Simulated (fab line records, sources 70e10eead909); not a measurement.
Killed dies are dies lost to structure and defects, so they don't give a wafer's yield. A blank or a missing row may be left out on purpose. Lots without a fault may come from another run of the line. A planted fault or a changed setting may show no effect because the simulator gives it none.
Chamber matching | flow nand_harc | NHARC_A_STAIRCASE_DEP_471 on pecvd-03: 3 sister chambers
The step deposits SiO2, target thk 100 nm. 6 wafers are shown with their chamber, then 8 later ones without.

WAFERS WITH THEIR CHAMBER
wafer  | chamber | heater_power_w (W) | throttle_valve_pct (%)
L080.2 | 0       | 605                | 15.7
L086.4 | 0       | 530                | 15.9
L086.5 | 1       | 421                | 16.0
L088.3 | 1       | 460                | 16.0
L088.4 | 2       | 396                | 16.5
L090.1 | 2       | 315                | 16.6

WAFERS WITHOUT THEIR CHAMBER
wafer  | heater_power_w (W) | throttle_valve_pct (%)
L090.3 | 488                | 16.2
L090.5 | 560                | 15.8
L093.2 | 456                | 15.7
L093.5 | 443                | 16.1
L093.6 | 586                | 15.8
L097.2 | 314                | 16.3
L097.3 | 491                | 15.8
L097.4 | 325                | 16.6

WHICH CHAMBER EACH WENT THROUGH
wafer  | from the rows above     | in truth
L090.3 | 1                       | 1
L090.5 | 0                       | 0
L093.2 | can't be placed: 0 or 1 | 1
L093.5 | 1                       | 1
L093.6 | 0                       | 0
L097.2 | can't be placed: 2 or 1 | 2
L097.3 | can't be placed: 0 or 1 | 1
L097.4 | 2                       | 2
Placed correctly: 5 of 8. Can't be placed from these rows: 3 (the true chamber is among the candidates in 3). Placed wrongly: 0.
How it was worked out, from the rows above alone: a wafer's distance from a chamber is the root of the sum, over the readings, of the square of ((its reading less the chamber's mean) divided by the reading's scatter). The wafer belongs to the nearest chamber; if the next one is less than 2 further off, it can't be placed. A chamber's mean is the mean of its shown wafers. The scatter: the root of (the sum of the squares of (reading less its chamber's mean) over the shown wafers, divided by (wafers less chambers)).
